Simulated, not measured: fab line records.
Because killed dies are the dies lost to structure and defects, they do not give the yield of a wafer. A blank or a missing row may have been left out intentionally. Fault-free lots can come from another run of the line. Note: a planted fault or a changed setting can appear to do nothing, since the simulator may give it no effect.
Matching of chambers | flow n5Finfet | 4 sister chambers for N5_BEOL_M3_ALD_84 on aldMetal-03
The step deposits TaN, pulse time 2 s, purge time 3 s, co reactant purge time 2 s. 8 wafers are shown with their chamber, then 8 later ones without.

== EACH WAFER AND ITS CHAMBER ==
wafer  | chamber | heaterPowerW (W)
L078.6 | 3       | 454
L082.3 | 2       | 441
L082.5 | 1       | 520
L082.6 | 0       | 440
L088.4 | 0       | 433
L088.5 | 2       | 460
L088.6 | 3       | 446
L087.1 | 1       | 513

== WAFERS MISSING THEIR CHAMBER ==
wafer  | heaterPowerW (W)
L087.5 | 523
L087.6 | 447
L090.4 | 447
L090.5 | 428
L090.6 | 531
L096.2 | 436
L096.4 | 512
L096.5 | 436

== EACH ONE'S CHAMBER ==
wafer  | from the rows above          | in truth
L087.5 | 1                            | 1
L087.6 | can't be placed: 3 or 2 or 0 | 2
L090.4 | can't be placed: 3 or 2 or 0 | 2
L090.5 | can't be placed: 0 or 3 or 2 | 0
L090.6 | 1                            | 1
L096.2 | can't be placed: 0 or 3 or 2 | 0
L096.4 | 1                            | 1
L096.5 | can't be placed: 0 or 3 or 2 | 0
Correctly placed: 3 of 8. Can't be placed from these rows: 5 (the true chamber is among the candidates in 5). 0 placed wrongly.
How it was worked out, from the rows above alone: a wafer's distance from a chamber is the root of the sum, over the readings, of the square of ((its reading less the chamber's mean) divided by the reading's scatter). If the next closest chamber is less than 2 further off than the closest, the wafer can't be placed; otherwise it belongs to the closest. The mean given for a chamber averages the wafers shown for that chamber. The scatter: the root of (the sum of the squares of (reading less its chamber's mean) over the shown wafers, divided by (wafers less chambers)).
